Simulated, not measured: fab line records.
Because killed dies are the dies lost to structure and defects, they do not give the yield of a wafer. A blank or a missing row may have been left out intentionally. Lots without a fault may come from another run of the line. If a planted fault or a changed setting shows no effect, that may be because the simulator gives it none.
Which tool was responsible?	flow nand harc	39 wafers from 13 lots sampled at 4 of the route's 1302 steps

== WHAT THE GAUGES READ, wafer by wafer ==
NHARC_P_GATE_CD_MEAS_46: target cd 720 nm.
lot	measured	on	cd nm (nm)
L885	day 6 04:12	cd sem-03	717.4 720.5 719.1
L886	day 6 06:41	cd sem-03	718.8 720.8 719.7
L887	day 6 17:04	cd sem-01	726.3 720.4 724.8
L888	day 7 07:58	cd sem-02	722.0 721.7 723.8
L889	day 7 13:05	cd sem-02	719.3 719.9 722.2
L891	day 8 08:28	cd sem-03	720.1 718.9 718.9
L892	day 8 23:04	cd sem-01	722.9 723.6 723.9
L893	day 9 07:37	cd sem-03	715.9 720.3 723.0
L894	day 9 21:06	cd sem-02	720.8 720.4 720.1
L895	day 10 03:11	cd sem-03	722.7 723.8 722.9
L896	day 10 16:02	cd sem-01	722.3 722.4 720.0
L906	day 14 15:53	cd sem-01	716.2 716.9 715.4
L907	day 14 23:15	cd sem-01	720.8 723.5 723.5

NHARC_P_GATE_CD_MEAS_59: target cd 720 nm.
lot	measured	on	cd nm (nm)
L885	day 6 05:51	cd sem-01	720.9 720.0 716.6
L886	day 6 08:22	cd sem-01	721.1 721.2 717.4
L887	day 6 18:49	cd sem-02	721.9 716.3 719.7
L888	day 7 09:43	cd sem-01	721.1 721.4 719.7
L889	day 7 14:52	cd sem-01	721.8 721.2 721.4
L891	day 8 10:13	cd sem-01	717.2 719.8 719.5
L892	day 9 00:51	cd sem-01	721.2 718.2 721.0
L893	day 9 09:14	cd sem-02	717.5 720.2 719.6
L894	day 9 22:51	cd sem-03	721.6 718.1 720.1
L895	day 10 04:56	cd sem-01	716.3 717.8 720.6
L896	day 10 17:48	cd sem-02	752.5 754.0 750.8 752.4 753.8 751.1
L906	day 14 17:38	cd sem-01	719.5 718.4 719.2
L907	day 15 01:01	cd sem-01	719.7 716.0 718.0

== TOOL THAT RAN EACH LOT (tool first, then ch and the chambers of the sampled wafers, then the start) ==
lot	NHARC_P_GATE_STRIP_75	NHARC_P_GATE_EXPOSE_56
L885	plasma asher-02 ch 0,1, day 6 05:03	krf scanner-04 ch 0, day 6 05:41
L886	plasma asher-02 ch 0,1, day 6 07:32	krf scanner-04 ch 0, day 6 08:12
L887	plasma asher-01 ch 0,1, day 6 17:54	krf scanner-03 ch 0, day 6 18:40
L888	plasma asher-01 ch 0,1, day 7 08:47	krf scanner-04 ch 0, day 7 09:33
L889	plasma asher-02 ch 1, day 7 13:57	krf scanner-03 ch 0, day 7 14:43
L891	plasma asher-01 ch 1, day 8 09:18	krf scanner-01 ch 0, day 8 10:04
L892	plasma asher-02 ch 0,1, day 8 23:56	krf scanner-04 ch 0, day 9 00:42
L893	plasma asher-02 ch 0,1, day 9 08:27	krf scanner-04 ch 0, day 9 09:05
L894	plasma asher-02 ch 0, day 9 21:56	krf scanner-01 ch 0, day 9 22:41
L895	plasma asher-01 ch 0,1, day 10 04:01	krf scanner-03 ch 0, day 10 04:47
L896	plasma asher-02 ch 0,1, day 10 16:52	krf scanner-04 ch 0, day 10 17:39
L906	plasma asher-01 ch 0,1, day 14 16:43	krf scanner-01 ch 0, day 14 17:29
L907	plasma asher-02 ch 0, day 15 00:05	krf scanner-03 ch 0, day 15 00:51
- NHARC_P_GATE_STRIP_75: strips in O2.
- NHARC_P_GATE_EXPOSE_56: exposes mask P PSD, target cd 720 nm.

== WHAT THE TOOLS THEMSELVES READ (means of the sampled wafers that have a number; where no wafer has one, the mark that the record gives instead) ==
NHARC_P_GATE_STRIP_75.
lot	tool	drypump motor current A (A)	heater power w (W)
L885	plasma asher-02	4.96	335
L886	plasma asher-02	4.99	345
L887	plasma asher-01	5.39	368
L888	plasma asher-01	5.20	353
L889	plasma asher-02	4.90	357
L891	plasma asher-01	5.56	394
L892	plasma asher-02	4.99	340
L893	plasma asher-02	4.97	340
L894	plasma asher-02	5.20	315
L895	plasma asher-01	5.39	368
L896	plasma asher-02	5.10	334
L906	plasma asher-01	5.21	356
L907	plasma asher-02	5.21	307

== THE ANSWER, worked out from the rows above alone ==
Rule: what is usual is taken from the lots themselves. Put in order of their means at a reading, lots are off if they are a third of the lots or fewer, leave a main group of 4 or more, and stand apart from it by a gap of 3 or more times the standard deviation of the main group's means; of several such gaps the widest counts. A main group is skipped when, at the precision printed for the reading in the tables above, its means are all equal. Also off: a lot with no number at a reading for which 4 or more lots have one. Any other lot the step has rows for is counted as sound. Order of review: gauges by route order, followed by the tools' own readings, for which a lot's mean as printed above is used. The first step at which some lot is off is used, and at that step the reading that is off furthest; a lot without a number counts as furthest.
Off, at NHARC_P_GATE_CD_MEAS_59 on cd nm: L896. Mean 719.5 nm and standard deviation 0.97 in the main group.
If a tool, at a process step before that reading, ran all the lots that are off and no sound lot after the first of them, it fits. Those tools and the gauges at NHARC_P_GATE_CD_MEAS_59 are tried in the same way. This does not decide it: 2 tools fit, namely krf scanner-04 at NHARC_P_GATE_EXPOSE_56 and cd sem-02 at NHARC_P_GATE_CD_MEAS_59.

== WHAT THE SIMULATOR HAD INSERTED ==
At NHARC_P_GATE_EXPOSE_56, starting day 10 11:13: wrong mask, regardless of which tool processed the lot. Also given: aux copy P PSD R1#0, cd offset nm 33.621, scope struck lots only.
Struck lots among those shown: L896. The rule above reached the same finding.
